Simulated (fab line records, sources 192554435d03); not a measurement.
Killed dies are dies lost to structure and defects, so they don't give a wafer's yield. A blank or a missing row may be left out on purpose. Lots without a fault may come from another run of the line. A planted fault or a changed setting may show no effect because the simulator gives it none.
A struck lot beside a sound one | flow n5_finfet | 16 steps out of a route of 1938
Sound: wafers L389.4, L389.5, L389.6. Struck: wafers L399.2, L399.3, L399.5. The cause comes at the end.
At each step with rows: each side's tool, then ch and its chambers, then its first start. Under that, the readings that differ: sound wafers | struck wafers | difference of the means | sigmas: that difference in standard deviations of wafers without a fault.
alike: readings whose means differ by less than 2 such deviations, and words and numbers that are the same on both sides. not compared: withheld readings, readings that some wafer has no value for, bounds like >300 that may hide the same value, and numbers for which the record gives no deviation and whose values overlap.
The two part at a step that has a row with sigmas, a row that says differs or no value, or rows on one side only. Numbers that don't overlap but have no deviation are shown without sigmas and don't part them. A reading that every wafer of one side lacks parts them only if that side has two wafers or more.

first, 8 steps without rows for these wafers: N5_BEOL_M3_COAT_68 (time 60 s, resist thk 12 nm); N5_BEOL_M3_COAT_76 (time 60 s, resist thk 5 nm); N5_BEOL_M3_COAT_22 (resist thk 30 nm); N5_BEOL_M3_EBR_24; N5_BEOL_M3_SOFTBAKE_23 (time 60 s); N5_BEOL_M3_EXPOSE_25 (exposes mask V2, defocus 5 nm); N5_BEOL_M3_PEB_26 (peb time 60 s); N5_BEOL_M3_DEVELOP_27 (develop time 30 s).
N5_BEOL_M3_CD_MEAS_28: target cd 25.7 nm, target cd y 23.3 nm.
  sound on cd_sem-03 ch 0, day 9 06:07; struck on cd_sem-03 ch 0, day 11 09:57
  alike: cd_nm
N5_BEOL_M3_OVL_MEAS_29:
  sound on overlay-02 ch 0, day 9 06:09; struck on overlay-01 ch 0, day 11 09:59
  alike: V2_OVL
N5_BEOL_M3_INSPECT_30: inspects for defects (brightfield).
  sound on defect_inspect-02, day 9 06:11; struck on defect_inspect-01, day 11 10:02
  alike: raw_defect_count
N5_BEOL_M3_DESCUM_33: chemistry O2, time 7 s.
  sound on rie_diel-03 ch 1,2,3, day 9 06:13; struck on rie_diel-01 ch 0,1,2, day 11 10:04
  alike: drypump_motor_current_A, oes_product_au, rf_vpp_V, showerhead_plenum_p_Torr, throttle_valve_pct
  not compared: rf_hours_counter_h
N5_BEOL_M3_ETCH_77: etches underlayer in N2/H2, target depth 6.5 nm, time 5.2 s.
  sound on rie_diel-03 ch 1,2,3, day 9 06:16; struck on rie_diel-01 ch 0,1,2, day 11 10:06
  no value came back on the struck wafers for any of 8 readings (bias_w (W), chamber_pressure_mTorr (mTorr) and others); on the sound wafers bias_w (W) reads 149.9 150.1 149.5
  not compared: rf_hours_counter_h
N5_BEOL_M3_ETCH_69: etches SiARC in CF4, target depth 15.6 nm, time 26 s.
  sound on rie_diel-03 ch 1,2,3, day 9 06:17; struck on rie_diel-01 ch 0,1,2, day 11 10:07
  alike: bias_w, cf4_flow_sccm, drypump_motor_current_A, etch_rf_on_time_s, oes_product_au, rf_vpp_V, showerhead_plenum_p_Torr, throttle_valve_pct
  not compared: rf_hours_counter_h
N5_BEOL_M4_RC_MEAS_101:
  sound on prober-01 ch 0, day 10 16:30; struck on prober-01 ch 0, day 12 16:43
  reading        | sound          | struck         | difference | sigmas
  DIBL_P (mV/V)  | 34 37 33       | 45 37 42       | +7         | +2
  IOFF_P (nA/um) | 0.18 0.21 0.17 | 0.38 0.24 0.33 | +0.13      | +3
  ION_N (uA/um)  | 667 664 658    | 703 678 698    | +30        | +2
  ION_P (uA/um)  | 454 454 449    | 473 472 474    | +21        | +2
  VT_P (mV)      | -254 -253 -253 | -241 -246 -244 | +10        | +3
  alike: DIBL_N, IOFF_N, SS_N, SS_P, VT_N
-- the record jumps here: 5 days lie between the struck wafers' starts before and after (it left off in module BEOL_M4 and takes up again in module PASSIVATION, whose first step shown is number 1936 of the route) --
N5_PASSIVATION_PROBE_49:
  sound on prober-02, day 14 21:44; struck on prober-02, day 17 11:34
  reading            | sound    | struck   | difference | sigmas
  killed_at_M0_to_M3 | 17 23 31 | 47 49 46 | +24        | +2
  alike: defect_limited_yield, killed_at_M4_up, killed_at_contacts, killed_at_front_end, killed_at_other, killed_dies, killed_open, killed_short, sort_bin_4_leakage, sort_bin_5_function, sort_bin_6_memory, sort_bin_8_speed, sort_n_pass, sort_yield_pct

WHERE THEY PART
First at N5_BEOL_M3_ETCH_77; last, within this record, at N5_PASSIVATION_PROBE_49.

WHY: what the simulator had put in
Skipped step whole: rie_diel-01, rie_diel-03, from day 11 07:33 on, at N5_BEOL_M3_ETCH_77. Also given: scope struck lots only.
